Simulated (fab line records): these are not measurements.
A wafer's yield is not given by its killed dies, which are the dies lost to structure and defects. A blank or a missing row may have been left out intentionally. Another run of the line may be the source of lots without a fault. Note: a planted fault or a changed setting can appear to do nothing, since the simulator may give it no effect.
A struck lot beside a sound one ; flow nand-harc ; 15 steps out of a route of 1159
Sound: wafers L243.2, L243.4, L243.5. The struck wafers were L244.2, L244.3, L244.4. The cause is given at the end.
Order at every step that has rows: each side's tool, ch and its chambers, its first start. Under that, the readings that differ: sound wafers ; struck wafers ; difference of the means ; sigmas: that difference in standard deviations of wafers without a fault.
alike: readings with means less than 2 such deviations apart, plus words and numbers identical on both sides. not compared: withheld readings, readings lacking a value on some wafer, bounds such as >300 that could conceal the same value, and numbers that have no deviation in the record and whose values overlap.
The two part at a step that has a row with sigmas, a row that says differs or no value, or rows on one side only. Non-overlapping numbers with no deviation appear without sigmas and do not part them. Lack of a reading on every wafer of one side parts them only where that side has two or more wafers.

NHARC_P_GATE_DESCUM_93: chemistry O2, time 3 s.
  sound on rie-diel-07 ch 1,2, day 8 13:43; struck on rie-diel-07 ch 0,1,3, day 8 13:25
  alike: drypump-motor-current-A, oes-product-au, rf-vpp-V, showerhead-plenum-p-Torr, throttle-valve-pct
  not compared: rf-hours-counter-h
next, for these wafers, 1 step has no rows: NHARC_P_GATE_IMPLANT_94.
NHARC_P_GATE_STRIP_113: strips in N2/H2, time 740 s.
  sound on plasma-asher-01 ch 0,1, day 8 14:16; struck on plasma-asher-02 ch 0,1, day 8 13:54
  alike: drypump-motor-current-A, heater-power-w, run-length-s
  not compared: rf-hours-counter-h
NHARC_P_GATE_STRIP_95: strips in O2.
  sound on plasma-asher-01 ch 0,1, day 8 14:59; struck on plasma-asher-02 ch 0,1, day 8 14:31
  alike: drypump-motor-current-A, heater-power-w
  not compared: rf-hours-counter-h
then, 1 step without rows for these wafers: NHARC_P_GATE_STRIP_96 (strips in SPM, time 900 s).
NHARC_P_GATE_RTA_64: time 1 s.
  sound on rtp-anneal-01 ch 0, day 8 15:35; struck on rtp-anneal-02 ch 0, day 8 15:05
reading;sound;struck;difference;sigmas
lamp-power-pct (%);32 32 32;41 40 40;+8;+2
  alike: wafer_temp_C_max
then, 6 steps without rows for these wafers: NHARC_P_GATE_ETCH_77 (etches SiO2 in dHF, target depth 6 nm); NHARC_P_GATE_DEGAS_109 (time 60 s); NHARC_P_GATE_PRE_CLEAN_110 (time 30 s); NHARC_P_GATE_SPUTTER_78 (material Ni, target thk 10 nm); NHARC_P_GATE_SPUTTER_79 (material TiN, target thk 10 nm); NHARC_P_GATE_RTA_80 (time 30 s).
NHARC_P_GATE_STRIP_67: strips in SPM, time 600 s.
  sound on wet-bench-04 ch 1,6,7, day 8 16:32; struck on wet-bench-09 ch 0,6,7, day 8 15:55
reading;sound;struck;difference;sigmas
run-length-s (s);603.5 603.7 603.1;200.3 201.5 201.7;-402.3;-99 or more
  alike: bath-guard-temp-C
NHARC_P_GATE_RTA_82: time 30 s.
  sound on rtp-anneal-02 ch 0, day 8 16:50; struck on rtp-anneal-01 ch 0, day 8 16:11
reading;sound;struck;difference;sigmas
lamp-power-pct (%);4.7 4.7 4.7;3.8 3.8 3.8;-0.9;-2
  alike: wafer_temp_C_max
NHARC_END_SORT_01:
  the record has rows for the sound wafers here (prober-02 ch 0, day 24 04:01) and none for the struck ones

== WHERE THEY PART ==
Last at NHARC_END_SORT_01 as far as this record goes, first at NHARC_P_GATE_RTA_64.

WHY: the cause the simulator had injected
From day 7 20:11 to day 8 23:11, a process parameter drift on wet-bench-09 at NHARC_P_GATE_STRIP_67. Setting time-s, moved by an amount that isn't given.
